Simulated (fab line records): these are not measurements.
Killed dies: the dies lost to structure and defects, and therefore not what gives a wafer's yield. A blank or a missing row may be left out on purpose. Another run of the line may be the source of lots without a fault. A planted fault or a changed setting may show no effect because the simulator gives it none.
Which tool was responsible? / flow nand_harc / 24 lots with 72 wafers sampled at 5 steps, on a route of 1159 steps

## WHAT EACH GAUGE READ, for each wafer
NHARC_A_M1_CD_MEAS_09 targets a cd of 120 nm. Usual: cd_nm at 119.9 nm, with a standard deviation of 0.57.
lot=L074; measured=day 19 00:38; on=cd_sem-03; cd_nm (nm)=119.6 120.4 119.8; flag=
lot=L075; measured=day 19 07:17; on=cd_sem-01; cd_nm (nm)=121.1 120.2 120.4; flag=
lot=L076; measured=day 19 08:08; on=cd_sem-02; cd_nm (nm)=120.2 120.5 120.0; flag=
lot=L077; measured=day 19 13:42; on=cd_sem-01; cd_nm (nm)=120.0 119.0 119.1; flag=
lot=L079; measured=day 20 10:16; on=cd_sem-02; cd_nm (nm)=119.6 119.5 119.8; flag=
lot=L078; measured=day 20 15:36; on=cd_sem-02; cd_nm (nm)=119.3 119.1 119.1; flag=
lot=L083; measured=day 22 15:46; on=cd_sem-02; cd_nm (nm)=119.7 119.6 119.5; flag=
lot=L082; measured=day 22 15:52; on=cd_sem-01; cd_nm (nm)=119.6 119.9 119.2; flag=
lot=L084; measured=day 22 16:02; on=cd_sem-02; cd_nm (nm)=120.5 120.1 120.3; flag=
lot=L088; measured=day 22 16:48; on=cd_sem-01; cd_nm (nm)=119.8 119.5 119.4; flag=
lot=L085; measured=day 23 00:49; on=cd_sem-01; cd_nm (nm)=120.7 120.6 120.3; flag=
lot=L080; measured=day 23 01:16; on=cd_sem-03; cd_nm (nm)=120.0 119.2 119.4; flag=
lot=L081; measured=day 23 23:08; on=cd_sem-03; cd_nm (nm)=120.1 119.6 120.6; flag=
lot=L086; measured=day 24 05:19; on=cd_sem-01; cd_nm (nm)=119.5 119.0 119.6; flag=
lot=L089; measured=day 24 10:29; on=cd_sem-02; cd_nm (nm)=120.6 119.4 119.8; flag=
lot=L087; measured=day 24 14:06; on=cd_sem-02; cd_nm (nm)=120.2 119.8 120.1; flag=
lot=L091; measured=day 24 14:14; on=cd_sem-03; cd_nm (nm)=118.6 120.1 119.7; flag=
lot=L090; measured=day 24 14:27; on=cd_sem-01; cd_nm (nm)=120.6 120.1 119.9; flag=
lot=L092; measured=day 24 14:36; on=cd_sem-01; cd_nm (nm)=119.9 120.5 120.5; flag=
lot=L094; measured=day 24 22:04; on=cd_sem-02; cd_nm (nm)=119.7 119.9 120.3; flag=
lot=L093; measured=day 24 22:25; on=cd_sem-01; cd_nm (nm)=120.1 119.4 118.6; flag=
lot=L097; measured=day 25 00:41; on=cd_sem-02; cd_nm (nm)=121.1 120.7 121.6; flag=
lot=L096; measured=day 25 02:14; on=cd_sem-01; cd_nm (nm)=119.2 119.6 119.7; flag=
lot=L095; measured=day 25 10:08; on=cd_sem-01; cd_nm (nm)=120.0 119.6 119.4; flag=

NHARC_A_M1_THK_MEAS_24: measures by xrf. Usual: thk_nm at 154.2 nm, with a standard deviation of 1.4.
lot=L074; measured=day 19 03:14; on=film_metro-01; thk_nm (nm)=155.8 154.2 154.0; flag=
lot=L075; measured=day 19 09:54; on=film_metro-02; thk_nm (nm)=154.9 155.2 154.9; flag=
lot=L076; measured=day 19 10:47; on=film_metro-02; thk_nm (nm)=154.0 151.1 154.7; flag=
lot=L077; measured=day 19 16:20; on=film_metro-02; thk_nm (nm)=155.6 154.9 155.8; flag=
lot=L079; measured=day 20 12:52; on=film_metro-01; thk_nm (nm)=153.9 153.2 154.7; flag=
lot=L078; measured=day 20 18:16; on=film_metro-01; thk_nm (nm)=155.7 155.0 155.2; flag=
lot=L083; measured=day 22 18:22; on=film_metro-01; thk_nm (nm)=153.3 154.4 155.1; flag=
lot=L082; measured=day 22 18:35; on=film_metro-01; thk_nm (nm)=152.3 153.1 152.5; flag=
lot=L084; measured=day 22 18:40; on=film_metro-01; thk_nm (nm)=152.8 154.0 152.9; flag=
lot=L088; measured=day 22 19:28; on=film_metro-01; thk_nm (nm)=155.2 154.1 154.5; flag=
lot=L085; measured=day 23 03:28; on=film_metro-01; thk_nm (nm)=153.5 156.6 157.0; flag=
lot=L080; measured=day 23 03:56; on=film_metro-02; thk_nm (nm)=154.3 152.6 154.9; flag=
lot=L081; measured=day 24 01:46; on=film_metro-02; thk_nm (nm)=150.6 155.0 154.2; flag=
lot=L086; measured=day 24 07:56; on=film_metro-02; thk_nm (nm)=154.3 154.1 154.0; flag=
lot=L089; measured=day 24 13:30; on=film_metro-01; thk_nm (nm)=155.5 156.5 153.7; flag=
lot=L087; measured=day 24 16:49; on=film_metro-02; thk_nm (nm)=151.9 153.7 150.5; flag=
lot=L091; measured=day 24 16:52; on=film_metro-01; thk_nm (nm)=155.9 155.8 153.4; flag=
lot=L090; measured=day 24 17:20; on=film_metro-02; thk_nm (nm)=154.5 154.5 154.8; flag=
lot=L092; measured=day 24 17:14; on=film_metro-01; thk_nm (nm)=154.7 156.3 152.9; flag=
lot=L094; measured=day 25 00:50; on=film_metro-02; thk_nm (nm)=156.9 152.5 154.8; flag=
lot=L093; measured=day 25 01:11; on=film_metro-02; thk_nm (nm)=153.5 154.8 154.4; flag=
lot=L097; measured=day 25 03:17; on=film_metro-02; thk_nm (nm)=154.6 154.4 152.5; flag=
lot=L096; measured=day 25 04:51; on=film_metro-02; thk_nm (nm)=158.2 154.8 153.5; flag=
lot=L095; measured=day 25 12:46; on=film_metro-02; thk_nm (nm)=155.6 155.7 155.3; flag=

## WHAT TOOL EACH LOT RAN ON (gives the tool, then ch and the chambers of the sampled wafers, and finally the start)
lot=L074; NHARC_A_CONTACT_ETCH_110=rie_diel-04 ch 2,3, day 17 09:21; NHARC_A_M0_STRIP_18=rie_diel-02 ch 0,1, day 18 21:01; NHARC_A_M0_PVD_21=pvd_sputter-03, day 19 00:38 or earlier
lot=L075; NHARC_A_CONTACT_ETCH_110=rie_diel-04 ch 1,2,3, day 18 17:29; NHARC_A_M0_STRIP_18=rie_diel-02 ch 1,2, day 19 03:24; NHARC_A_M0_PVD_21=pvd_sputter-02, day 19 07:17 or earlier
lot=L076; NHARC_A_CONTACT_ETCH_110=rie_diel-04 ch 0,1,2, day 18 21:07; NHARC_A_M0_STRIP_18=rie_diel-02 ch 1,2,3, day 19 04:28; NHARC_A_M0_PVD_21=pvd_sputter-02, day 19 08:08 or earlier
lot=L077; NHARC_A_CONTACT_ETCH_110=rie_diel-11 ch 2,3, day 19 03:08; NHARC_A_M0_STRIP_18=rie_diel-05 ch 0,1,2, day 19 10:21; NHARC_A_M0_PVD_21=pvd_sputter-02, day 19 13:42 or earlier
lot=L079; NHARC_A_CONTACT_ETCH_110=rie_diel-13 ch 0,1,2, day 19 08:59; NHARC_A_M0_STRIP_18=rie_diel-10 ch 0,1,3, day 20 06:31; NHARC_A_M0_PVD_21=pvd_sputter-02, day 20 10:16 or earlier
lot=L078; NHARC_A_CONTACT_ETCH_110=rie_diel-11 ch 2,3, day 19 14:28; NHARC_A_M0_STRIP_18=rie_diel-10 ch 2,3, day 20 11:50; NHARC_A_M0_PVD_21=pvd_sputter-03, day 20 15:36 or earlier
lot=L083; NHARC_A_CONTACT_ETCH_110=rie_diel-11 ch 0,3, day 21 17:26; NHARC_A_M0_STRIP_18=rie_diel-10 ch 0,1,2, day 22 11:39; NHARC_A_M0_PVD_21=pvd_sputter-02, day 22 15:46 or earlier
lot=L082; NHARC_A_CONTACT_ETCH_110=rie_diel-11 ch 0,2, day 21 17:40; NHARC_A_M0_STRIP_18=rie_diel-10 ch 0,1,2, day 22 11:54; NHARC_A_M0_PVD_21=pvd_sputter-03, day 22 15:52 or earlier
lot=L084; NHARC_A_CONTACT_ETCH_110=rie_diel-13 ch 0,3, day 22 02:55; NHARC_A_M0_STRIP_18=rie_diel-02 ch 0,1,2, day 22 12:10; NHARC_A_M0_PVD_21=pvd_sputter-02, day 22 16:02 or earlier
lot=L088; NHARC_A_CONTACT_ETCH_110=rie_diel-04 ch 1,2,3, day 22 03:13; NHARC_A_M0_STRIP_18=rie_diel-05 ch 1,2, day 22 12:11; NHARC_A_M0_PVD_21=pvd_sputter-03, day 22 16:48 or earlier
lot=L085; NHARC_A_CONTACT_ETCH_110=rie_diel-11 ch 1,2,3, day 22 08:59; NHARC_A_M0_STRIP_18=rie_diel-02 ch 0,2,3, day 22 21:16; NHARC_A_M0_PVD_21=pvd_sputter-03, day 23 00:49 or earlier
lot=L080; NHARC_A_CONTACT_ETCH_110=rie_diel-11 ch 0,1,3, day 22 10:11; NHARC_A_M0_STRIP_18=rie_diel-02 ch 0,2,3, day 22 21:44; NHARC_A_M0_PVD_21=pvd_sputter-03, day 23 01:16 or earlier
lot=L081; NHARC_A_CONTACT_ETCH_110=rie_diel-13 ch 0,1,3, day 22 15:17; NHARC_A_M0_STRIP_18=rie_diel-05 ch 0,1,3, day 23 19:41; NHARC_A_M0_PVD_21=pvd_sputter-01, day 23 23:08 or earlier
lot=L086; NHARC_A_CONTACT_ETCH_110=rie_diel-13 ch 0,2,3, day 22 19:32; NHARC_A_M0_STRIP_18=rie_diel-10 ch 1,2,3, day 24 01:50; NHARC_A_M0_PVD_21=pvd_sputter-03, day 24 05:19 or earlier
lot=L089; NHARC_A_CONTACT_ETCH_110=rie_diel-13 ch 0,2, day 22 22:08; NHARC_A_M0_STRIP_18=rie_diel-02 ch 1,3, day 24 06:28; NHARC_A_M0_PVD_21=pvd_sputter-02, day 24 10:29 or earlier
lot=L087; NHARC_A_CONTACT_ETCH_110=rie_diel-11 ch 0,1, day 22 22:16; NHARC_A_M0_STRIP_18=rie_diel-10 ch 2,3, day 24 09:48; NHARC_A_M0_PVD_21=pvd_sputter-03, day 24 14:06 or earlier
lot=L091; NHARC_A_CONTACT_ETCH_110=rie_diel-11 ch 0,1,3, day 22 23:25; NHARC_A_M0_STRIP_18=rie_diel-02 ch 0,1,2, day 24 09:59; NHARC_A_M0_PVD_21=pvd_sputter-01, day 24 14:14 or earlier
lot=L090; NHARC_A_CONTACT_ETCH_110=rie_diel-04 ch 0,1,2, day 23 00:20; NHARC_A_M0_STRIP_18=rie_diel-10 ch 0,2, day 24 10:14; NHARC_A_M0_PVD_21=pvd_sputter-03, day 24 14:27 or earlier
lot=L092; NHARC_A_CONTACT_ETCH_110=rie_diel-13 ch 0,3, day 23 02:43; NHARC_A_M0_STRIP_18=rie_diel-05 ch 0,2,3, day 24 10:40; NHARC_A_M0_PVD_21=pvd_sputter-01, day 24 14:36 or earlier
lot=L094; NHARC_A_CONTACT_ETCH_110=rie_diel-04 ch 0,1,3, day 24 04:34; NHARC_A_M0_STRIP_18=rie_diel-05 ch 0,1,2, day 24 18:29; NHARC_A_M0_PVD_21=pvd_sputter-03, day 24 22:04 or earlier
lot=L093; NHARC_A_CONTACT_ETCH_110=rie_diel-13 ch 0,1,2, day 24 06:25; NHARC_A_M0_STRIP_18=rie_diel-10 ch 0,2,3, day 24 18:52; NHARC_A_M0_PVD_21=pvd_sputter-01, day 24 22:25 or earlier
lot=L097; NHARC_A_CONTACT_ETCH_110=rie_diel-04 ch 1,2,3, day 24 10:04; NHARC_A_M0_STRIP_18=rie_diel-10 ch 0,1, day 24 21:08; NHARC_A_M0_PVD_21=pvd_sputter-03, day 25 00:41 or earlier
lot=L096; NHARC_A_CONTACT_ETCH_110=rie_diel-11 ch 0,1,3, day 24 10:34; NHARC_A_M0_STRIP_18=rie_diel-05 ch 1,2, day 24 22:14; NHARC_A_M0_PVD_21=pvd_sputter-03, day 25 02:14 or earlier
lot=L095; NHARC_A_CONTACT_ETCH_110=rie_diel-04 ch 0,2,3, day 24 18:23; NHARC_A_M0_STRIP_18=rie_diel-02 ch 2,3, day 25 06:33; NHARC_A_M0_PVD_21=pvd_sputter-03, day 25 10:08 or earlier
- NHARC_A_CONTACT_ETCH_110: etches the open film in CF4/O2, target depth 50 nm, overetch 5 nm, time 27.5 s.
- NHARC_A_M0_STRIP_18: strips in N2/H2.
- NHARC_A_M0_PVD_21: deposits Cu, target thk 30 nm, time 20.49 s.

## AS READ BY THE TOOLS THEMSELVES (means over the sampled wafers that have a number; for cases with no such wafer, the mark the record gives instead)
NHARC_A_CONTACT_ETCH_110. Usual: drypump_motor_current_A 5.6 A, standard deviation 0.33; mfc_ar_sccm 0.009 sccm, standard deviation 0.01; oes_product_au 1.001 a.u., standard deviation 0.0076; rf_vpp_V 197.3 V, standard deviation 1.4; showerhead_plenum_p_Torr 1.31 Torr, standard deviation 0.05; throttle_valve_pct 13.396 %, standard deviation 0.0088.
lot=L074; tool=rie_diel-04; drypump_motor_current_A (A)=5.1; mfc_ar_sccm (sccm)=0.009; oes_product_au (a.u.)=0.993; rf_vpp_V (V)=198.0; showerhead_plenum_p_Torr (Torr)=1.33; throttle_valve_pct (%)=13.395; flag=
lot=L075; tool=rie_diel-04; drypump_motor_current_A (A)=5.5; mfc_ar_sccm (sccm)=0.013; oes_product_au (a.u.)=1.001; rf_vpp_V (V)=197.6; showerhead_plenum_p_Torr (Torr)=1.32; throttle_valve_pct (%)=13.390; flag=
lot=L076; tool=rie_diel-04; drypump_motor_current_A (A)=5.7; mfc_ar_sccm (sccm)=0.021; oes_product_au (a.u.)=0.989; rf_vpp_V (V)=196.8; showerhead_plenum_p_Torr (Torr)=1.29; throttle_valve_pct (%)=13.395; flag=
lot=L077; tool=rie_diel-11; drypump_motor_current_A (A)=5.8; mfc_ar_sccm (sccm)=0.008; oes_product_au (a.u.)=1.008; rf_vpp_V (V)=196.8; showerhead_plenum_p_Torr (Torr)=1.30; throttle_valve_pct (%)=13.393; flag=
lot=L079; tool=rie_diel-13; drypump_motor_current_A (A)=5.5; mfc_ar_sccm (sccm)=0.009; oes_product_au (a.u.)=0.994; rf_vpp_V (V)=196.9; showerhead_plenum_p_Torr (Torr)=1.30; throttle_valve_pct (%)=13.394; flag=
lot=L078; tool=rie_diel-11; drypump_motor_current_A (A)=5.8; mfc_ar_sccm (sccm)=0.008; oes_product_au (a.u.)=1.013; rf_vpp_V (V)=196.5; showerhead_plenum_p_Torr (Torr)=1.30; throttle_valve_pct (%)=13.402; flag=
lot=L083; tool=rie_diel-11; drypump_motor_current_A (A)=5.6; mfc_ar_sccm (sccm)=0.000; oes_product_au (a.u.)=1.013; rf_vpp_V (V)=196.7; showerhead_plenum_p_Torr (Torr)=1.26; throttle_valve_pct (%)=13.401; flag=
lot=L082; tool=rie_diel-11; drypump_motor_current_A (A)=5.6; mfc_ar_sccm (sccm)=0.004; oes_product_au (a.u.)=1.004; rf_vpp_V (V)=196.4; showerhead_plenum_p_Torr (Torr)=1.26; throttle_valve_pct (%)=13.397; flag=
lot=L084; tool=rie_diel-13; drypump_motor_current_A (A)=5.8; mfc_ar_sccm (sccm)=0.000; oes_product_au (a.u.)=1.004; rf_vpp_V (V)=198.6; showerhead_plenum_p_Torr (Torr)=1.38; throttle_valve_pct (%)=13.395; flag=
lot=L088; tool=rie_diel-04; drypump_motor_current_A (A)=5.5; mfc_ar_sccm (sccm)=0.013; oes_product_au (a.u.)=1.003; rf_vpp_V (V)=197.8; showerhead_plenum_p_Torr (Torr)=1.32; throttle_valve_pct (%)=13.405; flag=
lot=L085; tool=rie_diel-11; drypump_motor_current_A (A)=5.7; mfc_ar_sccm (sccm)=0.004; oes_product_au (a.u.)=0.997; rf_vpp_V (V)=197.9; showerhead_plenum_p_Torr (Torr)=1.30; throttle_valve_pct (%)=13.405; flag=
lot=L080; tool=rie_diel-11; drypump_motor_current_A (A)=5.6; mfc_ar_sccm (sccm)=0.000; oes_product_au (a.u.)=1.005; rf_vpp_V (V)=197.3; showerhead_plenum_p_Torr (Torr)=1.29; throttle_valve_pct (%)=13.391; flag=
lot=L081; tool=rie_diel-13; drypump_motor_current_A (A)=5.7; mfc_ar_sccm (sccm)=0.009; oes_product_au (a.u.)=1.002; rf_vpp_V (V)=199.1; showerhead_plenum_p_Torr (Torr)=1.36; throttle_valve_pct (%)=13.400; flag=
lot=L086; tool=rie_diel-13; drypump_motor_current_A (A)=5.9; mfc_ar_sccm (sccm)=0.000; oes_product_au (a.u.)=1.008; rf_vpp_V (V)=197.7; showerhead_plenum_p_Torr (Torr)=1.34; throttle_valve_pct (%)=13.397; flag=
lot=L089; tool=rie_diel-13; drypump_motor_current_A (A)=5.5; mfc_ar_sccm (sccm)=0.000; oes_product_au (a.u.)=0.996; rf_vpp_V (V)=197.6; showerhead_plenum_p_Torr (Torr)=1.31; throttle_valve_pct (%)=13.399; flag=
lot=L087; tool=rie_diel-11; drypump_motor_current_A (A)=5.6; mfc_ar_sccm (sccm)=0.000; oes_product_au (a.u.)=0.996; rf_vpp_V (V)=196.3; showerhead_plenum_p_Torr (Torr)=1.27; throttle_valve_pct (%)=13.400; flag=
lot=L091; tool=rie_diel-11; drypump_motor_current_A (A)=5.6; mfc_ar_sccm (sccm)=0.000; oes_product_au (a.u.)=1.006; rf_vpp_V (V)=196.1; showerhead_plenum_p_Torr (Torr)=1.29; throttle_valve_pct (%)=13.399; flag=
lot=L090; tool=rie_diel-04; drypump_motor_current_A (A)=5.7; mfc_ar_sccm (sccm)=0.021; oes_product_au (a.u.)=1.000; rf_vpp_V (V)=197.2; showerhead_plenum_p_Torr (Torr)=1.29; throttle_valve_pct (%)=13.398; flag=
lot=L092; tool=rie_diel-13; drypump_motor_current_A (A)=6.1; mfc_ar_sccm (sccm)=0.000; oes_product_au (a.u.)=0.997; rf_vpp_V (V)=199.9; showerhead_plenum_p_Torr (Torr)=1.40; throttle_valve_pct (%)=13.399; flag=
lot=L094; tool=rie_diel-04; drypump_motor_current_A (A)=5.4; mfc_ar_sccm (sccm)=0.016; oes_product_au (a.u.)=0.991; rf_vpp_V (V)=197.0; showerhead_plenum_p_Torr (Torr)=1.30; throttle_valve_pct (%)=13.393; flag=
lot=L093; tool=rie_diel-13; drypump_motor_current_A (A)=5.5; mfc_ar_sccm (sccm)=0.009; oes_product_au (a.u.)=1.006; rf_vpp_V (V)=197.8; showerhead_plenum_p_Torr (Torr)=1.29; throttle_valve_pct (%)=13.398; flag=
lot=L097; tool=rie_diel-04; drypump_motor_current_A (A)=5.5; mfc_ar_sccm (sccm)=0.013; oes_product_au (a.u.)=0.996; rf_vpp_V (V)=197.6; showerhead_plenum_p_Torr (Torr)=1.32; throttle_valve_pct (%)=13.390; flag=
lot=L096; tool=rie_diel-11; drypump_motor_current_A (A)=5.6; mfc_ar_sccm (sccm)=0.000; oes_product_au (a.u.)=0.996; rf_vpp_V (V)=198.7; showerhead_plenum_p_Torr (Torr)=1.36; throttle_valve_pct (%)=13.403; flag=
lot=L095; tool=rie_diel-04; drypump_motor_current_A (A)=5.4; mfc_ar_sccm (sccm)=0.017; oes_product_au (a.u.)=0.996; rf_vpp_V (V)=197.2; showerhead_plenum_p_Torr (Torr)=1.29; throttle_valve_pct (%)=13.392; flag=

NHARC_A_M0_STRIP_18. Usual: drypump_motor_current_A 5.8 A, standard deviation 0.47; mfc_ar_sccm 0.008 sccm, standard deviation 0.013; oes_product_au 0.998 a.u., standard deviation 0.0068; rf_vpp_V 90.8 V, standard deviation 1.1; showerhead_plenum_p_Torr 2.05 Torr, standard deviation 0.084; throttle_valve_pct 14.171 %, standard deviation 0.0088.
lot=L074; tool=rie_diel-02; drypump_motor_current_A (A)=5.7; mfc_ar_sccm (sccm)=0.000; oes_product_au (a.u.)=1.008; rf_vpp_V (V)=91.1; showerhead_plenum_p_Torr (Torr)=2.12; throttle_valve_pct (%)=14.166; flag=
lot=L075; tool=rie_diel-02; drypump_motor_current_A (A)=5.6; mfc_ar_sccm (sccm)=0.008; oes_product_au (a.u.)=0.999; rf_vpp_V (V)=91.4; showerhead_plenum_p_Torr (Torr)=2.19; throttle_valve_pct (%)=14.168; flag=
lot=L076; tool=rie_diel-02; drypump_motor_current_A (A)=5.6; mfc_ar_sccm (sccm)=0.008; oes_product_au (a.u.)=1.000; rf_vpp_V (V)=90.3; showerhead_plenum_p_Torr (Torr)=2.13; throttle_valve_pct (%)=14.170; flag=
lot=L077; tool=rie_diel-05; drypump_motor_current_A (A)=5.5; mfc_ar_sccm (sccm)=0.006; oes_product_au (a.u.)=0.994; rf_vpp_V (V)=90.4; showerhead_plenum_p_Torr (Torr)=1.99; throttle_valve_pct (%)=14.164; flag=
lot=L079; tool=rie_diel-10; drypump_motor_current_A (A)=6.0; mfc_ar_sccm (sccm)=0.013; oes_product_au (a.u.)=0.999; rf_vpp_V (V)=90.5; showerhead_plenum_p_Torr (Torr)=2.05; throttle_valve_pct (%)=14.168; flag=
lot=L078; tool=rie_diel-10; drypump_motor_current_A (A)=6.5; mfc_ar_sccm (sccm)=0.000; oes_product_au (a.u.)=0.997; rf_vpp_V (V)=90.7; showerhead_plenum_p_Torr (Torr)=1.97; throttle_valve_pct (%)=14.175; flag=
lot=L083; tool=rie_diel-10; drypump_motor_current_A (A)=5.9; mfc_ar_sccm (sccm)=0.013; oes_product_au (a.u.)=0.995; rf_vpp_V (V)=91.5; showerhead_plenum_p_Torr (Torr)=2.05; throttle_valve_pct (%)=14.160; flag=
lot=L082; tool=rie_diel-10; drypump_motor_current_A (A)=5.9; mfc_ar_sccm (sccm)=0.013; oes_product_au (a.u.)=0.992; rf_vpp_V (V)=90.6; showerhead_plenum_p_Torr (Torr)=2.05; throttle_valve_pct (%)=14.174; flag=
lot=L084; tool=rie_diel-02; drypump_motor_current_A (A)=5.8; mfc_ar_sccm (sccm)=0.008; oes_product_au (a.u.)=0.996; rf_vpp_V (V)=91.5; showerhead_plenum_p_Torr (Torr)=2.12; throttle_valve_pct (%)=14.171; flag=
lot=L088; tool=rie_diel-05; drypump_motor_current_A (A)=5.5; mfc_ar_sccm (sccm)=0.006; oes_product_au (a.u.)=0.997; rf_vpp_V (V)=90.5; showerhead_plenum_p_Torr (Torr)=1.96; throttle_valve_pct (%)=14.177; flag=
lot=L085; tool=rie_diel-02; drypump_motor_current_A (A)=5.8; mfc_ar_sccm (sccm)=0.008; oes_product_au (a.u.)=1.001; rf_vpp_V (V)=90.4; showerhead_plenum_p_Torr (Torr)=2.06; throttle_valve_pct (%)=14.165; flag=
lot=L080; tool=rie_diel-02; drypump_motor_current_A (A)=5.8; mfc_ar_sccm (sccm)=0.008; oes_product_au (a.u.)=0.998; rf_vpp_V (V)=90.8; showerhead_plenum_p_Torr (Torr)=2.06; throttle_valve_pct (%)=14.165; flag=
lot=L081; tool=rie_diel-05; drypump_motor_current_A (A)=5.5; mfc_ar_sccm (sccm)=0.009; oes_product_au (a.u.)=1.001; rf_vpp_V (V)=90.1; showerhead_plenum_p_Torr (Torr)=2.03; throttle_valve_pct (%)=14.170; flag=
lot=L086; tool=rie_diel-10; drypump_motor_current_A (A)=6.1; mfc_ar_sccm (sccm)=0.000; oes_product_au (a.u.)=0.998; rf_vpp_V (V)=89.0; showerhead_plenum_p_Torr (Torr)=1.99; throttle_valve_pct (%)=14.170; flag=
lot=L089; tool=rie_diel-02; drypump_motor_current_A (A)=5.5; mfc_ar_sccm (sccm)=0.000; oes_product_au (a.u.)=0.997; rf_vpp_V (V)=91.1; showerhead_plenum_p_Torr (Torr)=2.05; throttle_valve_pct (%)=14.172; flag=
lot=L087; tool=rie_diel-10; drypump_motor_current_A (A)=6.5; mfc_ar_sccm (sccm)=0.000; oes_product_au (a.u.)=0.989; rf_vpp_V (V)=90.7; showerhead_plenum_p_Torr (Torr)=1.97; throttle_valve_pct (%)=14.163; flag=
lot=L091; tool=rie_diel-02; drypump_motor_current_A (A)=5.8; mfc_ar_sccm (sccm)=0.008; oes_product_au (a.u.)=1.001; rf_vpp_V (V)=91.5; showerhead_plenum_p_Torr (Torr)=2.12; throttle_valve_pct (%)=14.174; flag=
lot=L090; tool=rie_diel-10; drypump_motor_current_A (A)=6.3; mfc_ar_sccm (sccm)=0.013; oes_product_au (a.u.)=0.992; rf_vpp_V (V)=89.7; showerhead_plenum_p_Torr (Torr)=2.03; throttle_valve_pct (%)=14.171; flag=
lot=L092; tool=rie_diel-05; drypump_motor_current_A (A)=5.1; mfc_ar_sccm (sccm)=0.003; oes_product_au (a.u.)=1.001; rf_vpp_V (V)=90.1; showerhead_plenum_p_Torr (Torr)=2.00; throttle_valve_pct (%)=14.178; flag=
lot=L094; tool=rie_diel-05; drypump_motor_current_A (A)=5.5; mfc_ar_sccm (sccm)=0.006; oes_product_au (a.u.)=0.994; rf_vpp_V (V)=90.4; showerhead_plenum_p_Torr (Torr)=1.98; throttle_valve_pct (%)=14.183; flag=
lot=L093; tool=rie_diel-10; drypump_motor_current_A (A)=6.3; mfc_ar_sccm (sccm)=0.013; oes_product_au (a.u.)=0.991; rf_vpp_V (V)=90.4; showerhead_plenum_p_Torr (Torr)=2.02; throttle_valve_pct (%)=14.162; flag=
lot=L097; tool=rie_diel-10; drypump_motor_current_A (A)=5.6; mfc_ar_sccm (sccm)=0.013; oes_product_au (a.u.)=0.997; rf_vpp_V (V)=91.2; showerhead_plenum_p_Torr (Torr)=2.07; throttle_valve_pct (%)=14.173; flag=
lot=L096; tool=rie_diel-05; drypump_motor_current_A (A)=5.8; mfc_ar_sccm (sccm)=0.012; oes_product_au (a.u.)=0.993; rf_vpp_V (V)=90.2; showerhead_plenum_p_Torr (Torr)=1.98; throttle_valve_pct (%)=14.175; flag=
lot=L095; tool=rie_diel-02; drypump_motor_current_A (A)=5.6; mfc_ar_sccm (sccm)=0.008; oes_product_au (a.u.)=0.996; rf_vpp_V (V)=91.0; showerhead_plenum_p_Torr (Torr)=2.06; throttle_valve_pct (%)=14.174; flag=

NHARC_A_M0_PVD_21. Usual: throttle_valve_pct at 29.8 %, with a standard deviation of 0.76.
lot=L074; tool=pvd_sputter-03; throttle_valve_pct (%)=30.3; flag=
lot=L075; tool=pvd_sputter-02; throttle_valve_pct (%)=30.5; flag=
lot=L076; tool=pvd_sputter-02; throttle_valve_pct (%)=29.6; flag=
lot=L077; tool=pvd_sputter-02; throttle_valve_pct (%)=29.6; flag=
lot=L079; tool=pvd_sputter-02; throttle_valve_pct (%)=29.9; flag=
lot=L078; tool=pvd_sputter-03; throttle_valve_pct (%)=30.2; flag=
lot=L083; tool=pvd_sputter-02; throttle_valve_pct (%)=29.2; flag=
lot=L082; tool=pvd_sputter-03; throttle_valve_pct (%)=29.9; flag=
lot=L084; tool=pvd_sputter-02; throttle_valve_pct (%)=29.3; flag=
lot=L088; tool=pvd_sputter-03; throttle_valve_pct (%)=29.3; flag=
lot=L085; tool=pvd_sputter-03; throttle_valve_pct (%)=29.4; flag=
lot=L080; tool=pvd_sputter-03; throttle_valve_pct (%)=29.5; flag=
lot=L081; tool=pvd_sputter-01; throttle_valve_pct (%)=30.1; flag=
lot=L086; tool=pvd_sputter-03; throttle_valve_pct (%)=29.9; flag=
lot=L089; tool=pvd_sputter-02; throttle_valve_pct (%)=30.0; flag=
lot=L087; tool=pvd_sputter-03; throttle_valve_pct (%)=29.7; flag=
lot=L091; tool=pvd_sputter-01; throttle_valve_pct (%)=29.4; flag=
lot=L090; tool=pvd_sputter-03; throttle_valve_pct (%)=29.5; flag=
lot=L092; tool=pvd_sputter-01; throttle_valve_pct (%)=29.8; flag=
lot=L094; tool=pvd_sputter-03; throttle_valve_pct (%)=29.5; flag=
lot=L093; tool=pvd_sputter-01; throttle_valve_pct (%)=30.2; flag=
lot=L097; tool=pvd_sputter-03; throttle_valve_pct (%)=29.3; flag=
lot=L096; tool=pvd_sputter-03; throttle_valve_pct (%)=29.8; flag=
lot=L095; tool=pvd_sputter-03; throttle_valve_pct (%)=29.4; flag=

## THE ANSWER, worked out from the rows above alone
Rule: a lot is off if the mean of its wafers that have a number lies more than 3 standard deviations from the usual mean. Also off: a lot with no number at a reading for which 4 or more lots have one. The other lots that the step has rows for count as sound. First the gauges in route order, then the tools' own readings, where a lot's mean is used as printed above. The first step at which some lot is off is used, and at that step the reading that is off furthest; a lot without a number counts as furthest.
Across all readings shown, no lot is off: no conclusion can be drawn from this.

## WHAT THE SIMULATOR PUT IN
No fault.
